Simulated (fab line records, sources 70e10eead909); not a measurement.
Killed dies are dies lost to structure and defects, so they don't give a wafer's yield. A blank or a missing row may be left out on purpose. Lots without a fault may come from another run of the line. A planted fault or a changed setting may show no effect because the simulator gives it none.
A struck lot beside a sound one | flow nand_harc | 15 steps out of a route of 1302
Sound: wafers L856.4, L856.5, L856.6. Struck: wafers L865.1, L865.4. (L865.2 of the same lot was not struck and is left out.) The cause comes at the end.
At each step with rows: each side's tool, then ch and its chambers, then its first start. Under that, the readings that differ: sound wafers | struck wafers | difference of the means | sigmas: that difference in standard deviations of wafers without a fault.
alike: readings whose means differ by less than 2 such deviations, and words and numbers that are the same on both sides. not compared: withheld readings, readings that some wafer has no value for, bounds like >300 that may hide the same value, and numbers for which the record gives no deviation and whose values overlap.
The two part at a step that has a row with sigmas, a row that says differs or no value, or rows on one side only. Numbers that don't overlap but have no deviation are shown without sigmas and don't part them. A reading that every wafer of one side lacks parts them only if that side has two wafers or more.

first, 8 steps without rows for these wafers: NHARC_A_SGD_CUT_COAT_56 (time 75 s); NHARC_A_SGD_CUT_COAT_57 (time 65 s); NHARC_A_SGD_CUT_COAT_03 (resist thk 90 nm); NHARC_A_SGD_CUT_SOFTBAKE_04 (time 55 s); NHARC_A_SGD_CUT_EBR_05; NHARC_A_SGD_CUT_EXPOSE_06 (exposes mask SGD); NHARC_A_SGD_CUT_PEB_07 (peb time 65 s); NHARC_A_SGD_CUT_DEVELOP_08 (develop time 35 s).
NHARC_A_SGD_CUT_CD_MEAS_09: target cd 100 nm.
  sound on cd_sem-02 ch 0, day 20 16:31; struck on cd_sem-02 ch 0, day 25 07:33
  alike: cd_nm
NHARC_A_SGD_CUT_OVL_MEAS_10:
  sound on overlay-01, day 20 16:37; struck on overlay-01, day 25 07:38
  alike: overlay_x_nm, overlay_y_nm
NHARC_A_SGD_CUT_INSPECT_11:
  sound on defect_inspect-02, day 20 16:38; struck on defect_inspect-01, day 25 07:40
  alike: raw_defect_count
NHARC_A_SGD_CUT_DESCUM_14: chemistry O2, time 3 s.
  sound on rie_diel-09 ch 0,1,2, day 20 16:44; struck on rie_diel-09 ch 0,2, day 25 07:44
  alike: drypump_motor_current_A, oes_product_au, rf_vpp_V, showerhead_plenum_p_Torr, throttle_valve_pct
  not compared: rf_hours_counter_h
NHARC_A_SGD_CUT_ETCH_58: etches the open film in CF4, target depth 39 nm, time 65 s.
  sound on rie_diel-09 ch 0,3, day 20 16:47; struck on rie_diel-09 ch 1,3, day 25 07:50
  reading          | sound          | struck      | difference | sigmas
  run_length_s (s) | 85.9 86.0 85.7 | 124.3 123.9 | +38.2      | +85
  alike: cf4_flow_sccm, drypump_motor_current_A, oes_product_au, rf_fwd_power_W, rf_vpp_V, showerhead_plenum_p_Torr, throttle_valve_pct
  not compared: rf_hours_counter_h
NHARC_A_SGD_CUT_ETCH_59: etches the open film in N2/H2, target depth 260 nm, time 406.25 s.
  sound on rie_diel-09 ch 2,3; struck on rie_diel-09 ch 2,3
  alike: drypump_motor_current_A, oes_product_au, rf_fwd_power_W, rf_vpp_V, run_length_s, showerhead_plenum_p_Torr, throttle_valve_pct
  not compared: rf_hours_counter_h
NHARC_END_SORT_01:
  the record has rows for the sound wafers here (prober-01 ch 0, day 25 22:41) and none for the struck ones

WHERE THEY PART
First at NHARC_A_SGD_CUT_ETCH_58; last, within this record, at NHARC_END_SORT_01.

WHY: what the simulator had put in
Process parameter drift: rie_diel-09, from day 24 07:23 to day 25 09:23, at NHARC_A_SGD_CUT_ETCH_58. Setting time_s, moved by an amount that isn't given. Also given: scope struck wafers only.
